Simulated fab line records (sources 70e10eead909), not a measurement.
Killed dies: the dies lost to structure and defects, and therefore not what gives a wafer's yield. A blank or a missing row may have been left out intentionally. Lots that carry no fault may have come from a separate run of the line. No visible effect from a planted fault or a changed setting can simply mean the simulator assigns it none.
Which tool was responsible? -- flow nand-harc -- route of 1159 steps, sampled at 1 step: 6 lots, 18 wafers

== WHAT THE GAUGES READ, wafer by wafer ==
NHARC_P_START_INSPECT_01.
lot,measured,on,raw-defect-count
L749,day 3 00:02,defect-inspect-02,3 6 3
L755,day 4 12:02,defect-inspect-01,6 4 3
L760,day 5 18:02,defect-inspect-01,0 4 1
L762,day 6 06:02,defect-inspect-02,1 3 1
L764,day 6 18:02,defect-inspect-01,2 2 4
L766,day 7 06:02,defect-inspect-02,3 12 4

== EACH LOT AND THE TOOL THAT RAN IT (in order: tool; ch and the chambers of the sampled wafers; start) ==
The record holds no process step before these readings.

== THE ANSWER, worked out from the rows above alone ==
Rule: the usual values come from the lots themselves. The widest of any qualifying gaps counts: lots, ordered by their means at a reading, are off when they make up no more than a third of the lots, leave a main group of 4 or more, and stand apart from it by 3 or more times the standard deviation of that group's means. Not used: any main group whose means are identical at the precision the tables above print for the reading. A lot without any number at a reading at which 4 lots or more have one is off too. The other lots that the step has rows for count as sound.
No lot is off on any of the readings shown, so nothing can be concluded from this.

== WHAT WAS PUT IN BY THE SIMULATOR ==
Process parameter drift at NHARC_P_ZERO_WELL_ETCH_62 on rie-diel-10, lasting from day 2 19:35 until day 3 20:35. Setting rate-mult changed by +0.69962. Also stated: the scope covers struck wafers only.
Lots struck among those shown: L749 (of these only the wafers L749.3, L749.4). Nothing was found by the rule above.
